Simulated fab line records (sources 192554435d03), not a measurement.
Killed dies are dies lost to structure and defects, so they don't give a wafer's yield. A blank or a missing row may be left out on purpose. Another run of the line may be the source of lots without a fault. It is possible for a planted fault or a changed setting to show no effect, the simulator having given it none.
Lot-split experiment :: flow n5-finfet :: 21 wafers read across 7 lots, on a route 1938 steps long

## THE SPLIT ITSELF
At N5_ZERO_LAYER_COAT_05 (resist thk 1000 nm), the setting spin-rpm was moved away from the recipe's 1500 rpm on 5 of the 21 wafers read, by -8.4% to +4.2%. This setting was run at the recipe's value on the other wafers.

## FROM THE SPLIT TO THE READING: what the file shows between them, 3 steps
- N5_ZERO_LAYER_EBR_07
- N5_ZERO_LAYER_SOFTBAKE_06: time 90 s
- N5_ZERO_LAYER_DESCUM_16: chemistry O2, time 7.9 s

## THE READING
coat_of_ZERO_LAYER_COAT_05.thk-nm (the simulator's own value, which no gauge read), in nm, at N5_ZERO_LAYER_ETCH_17 (etches SiO2 in CF4, target depth 12 nm, time 13.3 s). There is no usual value for it anywhere in the file. The 16 wafers here that ran the recipe average 971.3 nm, standard deviation 2.2 nm.

wafer: L075.1
tool, chamber at the split: litho-track-01, 0
spin-rpm as run, rpm: 1500
against the recipe: recipe
coat_of_ZERO_LAYER_COAT_05.thk-nm, nm: 968.7
against lot-mates on the recipe: -

wafer: L075.2
tool, chamber at the split: litho-track-01, 0
spin-rpm as run, rpm: 1563
against the recipe: +4.2%
coat_of_ZERO_LAYER_COAT_05.thk-nm, nm: 951.4
against lot-mates on the recipe: -17.3

wafer: L075.4
tool, chamber at the split: litho-track-01, 0
spin-rpm as run, rpm: 1563
against the recipe: +4.2%
coat_of_ZERO_LAYER_COAT_05.thk-nm, nm: 950.2
against lot-mates on the recipe: -18.5

wafer: L078.2
tool, chamber at the split: litho-track-05, 0
spin-rpm as run, rpm: 1500
against the recipe: recipe
coat_of_ZERO_LAYER_COAT_05.thk-nm, nm: 969.1
against lot-mates on the recipe: -

wafer: L078.5
tool, chamber at the split: litho-track-05, 0
spin-rpm as run, rpm: 1500
against the recipe: recipe
coat_of_ZERO_LAYER_COAT_05.thk-nm, nm: 969.7
against lot-mates on the recipe: -

wafer: L078.6
tool, chamber at the split: litho-track-05, 0
spin-rpm as run, rpm: 1500
against the recipe: recipe
coat_of_ZERO_LAYER_COAT_05.thk-nm, nm: 968
against lot-mates on the recipe: -

wafer: L079.1
tool, chamber at the split: litho-track-01, 0
spin-rpm as run, rpm: 1500
against the recipe: recipe
coat_of_ZERO_LAYER_COAT_05.thk-nm, nm: 975.5
against lot-mates on the recipe: -

wafer: L079.3
tool, chamber at the split: litho-track-01, 0
spin-rpm as run, rpm: 1500
against the recipe: recipe
coat_of_ZERO_LAYER_COAT_05.thk-nm, nm: 974.1
against lot-mates on the recipe: -

wafer: L079.4
tool, chamber at the split: litho-track-01, 0
spin-rpm as run, rpm: 1500
against the recipe: recipe
coat_of_ZERO_LAYER_COAT_05.thk-nm, nm: 970.3
against lot-mates on the recipe: -

wafer: L080.2
tool, chamber at the split: litho-track-01, 0
spin-rpm as run, rpm: 1500
against the recipe: recipe
coat_of_ZERO_LAYER_COAT_05.thk-nm, nm: 972.4
against lot-mates on the recipe: -

wafer: L080.3
tool, chamber at the split: litho-track-01, 0
spin-rpm as run, rpm: 1374
against the recipe: -8.4%
coat_of_ZERO_LAYER_COAT_05.thk-nm, nm: 1017
against lot-mates on the recipe: +43.9

wafer: L080.5
tool, chamber at the split: litho-track-01, 0
spin-rpm as run, rpm: 1500
against the recipe: recipe
coat_of_ZERO_LAYER_COAT_05.thk-nm, nm: 973.9
against lot-mates on the recipe: -

wafer: L082.3
tool, chamber at the split: litho-track-02, 0
spin-rpm as run, rpm: 1500
against the recipe: recipe
coat_of_ZERO_LAYER_COAT_05.thk-nm, nm: 971
against lot-mates on the recipe: -

wafer: L082.4
tool, chamber at the split: litho-track-02, 0
spin-rpm as run, rpm: 1500
against the recipe: recipe
coat_of_ZERO_LAYER_COAT_05.thk-nm, nm: 972.7
against lot-mates on the recipe: -

wafer: L082.5
tool, chamber at the split: litho-track-02, 0
spin-rpm as run, rpm: 1500
against the recipe: recipe
coat_of_ZERO_LAYER_COAT_05.thk-nm, nm: 967.7
against lot-mates on the recipe: -

wafer: L088.1
tool, chamber at the split: litho-track-01, 0
spin-rpm as run, rpm: 1457
against the recipe: -2.9%
coat_of_ZERO_LAYER_COAT_05.thk-nm, nm: 985.1
against lot-mates on the recipe: +12.7

wafer: L088.5
tool, chamber at the split: litho-track-01, 0
spin-rpm as run, rpm: 1457
against the recipe: -2.9%
coat_of_ZERO_LAYER_COAT_05.thk-nm, nm: 985.5
against lot-mates on the recipe: +13.1

wafer: L088.6
tool, chamber at the split: litho-track-01, 0
spin-rpm as run, rpm: 1500
against the recipe: recipe
coat_of_ZERO_LAYER_COAT_05.thk-nm, nm: 972.4
against lot-mates on the recipe: -

wafer: L089.1
tool, chamber at the split: litho-track-02, 0
spin-rpm as run, rpm: 1500
against the recipe: recipe
coat_of_ZERO_LAYER_COAT_05.thk-nm, nm: 972.7
against lot-mates on the recipe: -

wafer: L089.4
tool, chamber at the split: litho-track-02, 0
spin-rpm as run, rpm: 1500
against the recipe: recipe
coat_of_ZERO_LAYER_COAT_05.thk-nm, nm: 971.4
against lot-mates on the recipe: -

wafer: L089.6
tool, chamber at the split: litho-track-02, 0
spin-rpm as run, rpm: 1500
against the recipe: recipe
coat_of_ZERO_LAYER_COAT_05.thk-nm, nm: 971.3
against lot-mates on the recipe: -

FIT RESULTS
A straight line over all 21 wafers: coat_of_ZERO_LAYER_COAT_05.thk-nm changes by -5.2 nm for each +1% of spin-rpm; r = -0.99; the points scatter about the line by 2.1 nm.
The same after taking each lot's own level away (the mean of its wafers on the recipe; 21 wafers): -4.83 nm for each +1%; r = -0.99; scatter 1.7 nm.
The reading moves by 41 nm for the largest change in spin-rpm, on that fit.
The lots' own levels span 968.70 to 973.30 nm, that is 2.1 times the standard deviation above.
The two slopes are in agreement: the lot-to-lot level therefore moves the slope only a little.
Check: for one of the wafers moved furthest among these (-8.4%), held out of the fit, the line's prediction against its lot-mates is +36.5 nm. Against them it came out at +43.9 nm.

## FURTHER SPLITS ON THESE WAFERS
Before the reading, these wafers also passed through other splits. Each is held against what the fit with the lots' levels taken away leaves over:
other split on the same wafers: N5_ZERO_LAYER_PECVD_02 time-s
wafers away from the commonest value: 6
r with coat_of_ZERO_LAYER_COAT_05.thk-nm (lot level and that fit taken away): -0.13

## THE WHOLE CHAIN: every reading that the file lists as answering this split, in the file's order
step: N5_ZERO_LAYER_COAT_05
what it does: resist thk 1000 nm
reading: coat_of_ZERO_LAYER_COAT_05.thk-nm (the simulator's own value, which no gauge read)
change (the file's fit): -4.94 nm for each +1% of the setting
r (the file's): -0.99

step: N5_ZERO_LAYER_ETCH_17
what it does: etches SiO2 in CF4, target depth 12 nm, time 13.3 s
reading: coat_of_ZERO_LAYER_COAT_05.thk-nm (the simulator's own value, which no gauge read)
change (the file's fit): -4.97 nm for each +1% of the setting
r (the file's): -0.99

step: N5_ZERO_LAYER_STRIP_24
what it does: strips in O2
reading: strip-time-to-endpoint-s
change (the file's fit): withheld for each +1% of the setting
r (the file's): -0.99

## THE FILE'S OWN FIT
coat_of_ZERO_LAYER_COAT_05.thk-nm changes by -4.97 nm for each +1% of spin-rpm, r = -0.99.
